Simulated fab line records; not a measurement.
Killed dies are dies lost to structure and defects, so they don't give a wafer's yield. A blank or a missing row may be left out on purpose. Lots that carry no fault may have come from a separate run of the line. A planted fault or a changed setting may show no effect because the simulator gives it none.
Lot-split experiment / flow n5_finfet / 21 wafers read across 7 lots, on a route 1938 steps long

SPLIT DETAILS
At N5_WELL_APT_PEB_23 (peb time 90 s), the setting peb_temp_c was moved away from the recipe's 130 C on 8 of the 21 wafers read, by -2.8% to +2.8%. For the rest of the wafers, this setting stayed at what the recipe calls for.

FROM THE SPLIT TO THE READING: what the file shows between them, 2 steps
- N5_WELL_APT_DEVELOP_24: develop time 45 s
- N5_WELL_APT_HARDBAKE_29: time 120 s

THE READING
cd_nm, in nm, at N5_WELL_APT_CD_MEAS_25 (target cd 200 nm). On this fab line, fault-free wafers typically give 199.3 nm with a standard deviation of 2 nm.

wafer=L074.1; tool, chamber at the split=litho_track-01, 0; peb_temp_c as run, C=128.1; against the recipe=-1.5%; cd_nm, nm=187.0; against lot-mates on the recipe=-13.0
wafer=L074.2; tool, chamber at the split=litho_track-01, 0; peb_temp_c as run, C=128.1; against the recipe=-1.5%; cd_nm, nm=188.9; against lot-mates on the recipe=-11.1
wafer=L074.4; tool, chamber at the split=litho_track-01, 0; peb_temp_c as run, C=130; against the recipe=recipe; cd_nm, nm=200.0; against lot-mates on the recipe=-
wafer=L077.1; tool, chamber at the split=litho_track-01, 0; peb_temp_c as run, C=130; against the recipe=recipe; cd_nm, nm=200.5; against lot-mates on the recipe=-
wafer=L077.5; tool, chamber at the split=litho_track-01, 0; peb_temp_c as run, C=130; against the recipe=recipe; cd_nm, nm=203.2; against lot-mates on the recipe=-
wafer=L077.6; tool, chamber at the split=litho_track-01, 0; peb_temp_c as run, C=130; against the recipe=recipe; cd_nm, nm=199.6; against lot-mates on the recipe=-
wafer=L079.1; tool, chamber at the split=litho_track-01, 0; peb_temp_c as run, C=130; against the recipe=recipe; cd_nm, nm=197.1; against lot-mates on the recipe=-
wafer=L079.2; tool, chamber at the split=litho_track-01, 0; peb_temp_c as run, C=126.4; against the recipe=-2.8%; cd_nm, nm=176.2; against lot-mates on the recipe=-20.9
wafer=L079.3; tool, chamber at the split=litho_track-01, 0; peb_temp_c as run, C=126.4; against the recipe=-2.8%; cd_nm, nm=171.2; against lot-mates on the recipe=-25.9
wafer=L080.1; tool, chamber at the split=litho_track-01, 0; peb_temp_c as run, C=130; against the recipe=recipe; cd_nm, nm=201.0; against lot-mates on the recipe=-
wafer=L080.4; tool, chamber at the split=litho_track-01, 0; peb_temp_c as run, C=130; against the recipe=recipe; cd_nm, nm=199.9; against lot-mates on the recipe=-
wafer=L080.6; tool, chamber at the split=litho_track-01, 0; peb_temp_c as run, C=130; against the recipe=recipe; cd_nm, nm=197.1; against lot-mates on the recipe=-
wafer=L084.2; tool, chamber at the split=litho_track-01, 0; peb_temp_c as run, C=133.4; against the recipe=+2.6%; cd_nm, nm=217.4; against lot-mates on the recipe=+22.7
wafer=L084.3; tool, chamber at the split=litho_track-01, 0; peb_temp_c as run, C=130; against the recipe=recipe; cd_nm, nm=202.6; against lot-mates on the recipe=-
wafer=L084.6; tool, chamber at the split=litho_track-01, 0; peb_temp_c as run, C=130; against the recipe=recipe; cd_nm, nm=186.9; against lot-mates on the recipe=-
wafer=L090.2; tool, chamber at the split=litho_track-01, 0; peb_temp_c as run, C=133.6; against the recipe=+2.8%; cd_nm, nm=216.3; against lot-mates on the recipe=+24.6
wafer=L090.4; tool, chamber at the split=litho_track-01, 0; peb_temp_c as run, C=130; against the recipe=recipe; cd_nm, nm=191.7; against lot-mates on the recipe=-
wafer=L090.5; tool, chamber at the split=litho_track-01, 0; peb_temp_c as run, C=133.6; against the recipe=+2.8%; cd_nm, nm=217.0; against lot-mates on the recipe=+25.3
wafer=L092.1; tool, chamber at the split=litho_track-05, 0; peb_temp_c as run, C=130; against the recipe=recipe; cd_nm, nm=200.2; against lot-mates on the recipe=-
wafer=L092.2; tool, chamber at the split=litho_track-05, 0; peb_temp_c as run, C=133.1; against the recipe=+2.4%; cd_nm, nm=220.6; against lot-mates on the recipe=+15.5
wafer=L092.3; tool, chamber at the split=litho_track-05, 0; peb_temp_c as run, C=130; against the recipe=recipe; cd_nm, nm=210.1; against lot-mates on the recipe=-

THE FIT
A straight line over all 21 wafers: cd_nm changes by +7.81 nm for each +1% of peb_temp_c; r = +0.93; the points scatter about the line by 4.9 nm.
The same after taking each lot's own level away (the mean of its wafers on the recipe; 21 wafers): +8.41 nm for each +1%; r = +0.97; scatter 3.5 nm.
The reading moves by 23 nm for the largest change in peb_temp_c, on that fit.
Measured against the standard deviation above, the lots' own levels, which go from 191.70 to 205.15 nm, span 6.7 times it.
The two slopes agree, so the slope changes little with the lot-to-lot level.
Check: -24 nm against its lot-mates is what the line predicts for one of the wafers moved furthest among these (-2.8%) when that wafer is left out of the fit. It came out at -20.9 nm against them.

THESE WAFERS: OTHER SPLITS
Note: prior to the reading, these wafers also went through further splits. Each is held against what the fit with the lots' levels taken away leaves over:
other split on the same wafers=N5_WELL_APT_EXPOSE_22 dose_mj; wafers away from the commonest value=5; r with cd_nm (lot level and that fit taken away)=+0.42

THE WHOLE CHAIN: every reading that the file lists as answering this split, in the file's order
step=N5_WELL_APT_CD_MEAS_25; what it does=target cd 200 nm; reading=cd_nm; change (the file's fit)=+8.26 nm for each +1% of the setting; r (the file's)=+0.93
step=N5_WELL_APT_DESCUM_30; what it does=chemistry O2, time 7.9 s; reading=WELL_APT.cd_nm (the simulator's own value, which no gauge read); change (the file's fit)=+8.18 nm for each +1% of the setting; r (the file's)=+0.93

THE FILE'S OWN FIT
cd_nm changes by +8.26 nm for each +1% of peb_temp_c, r = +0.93.
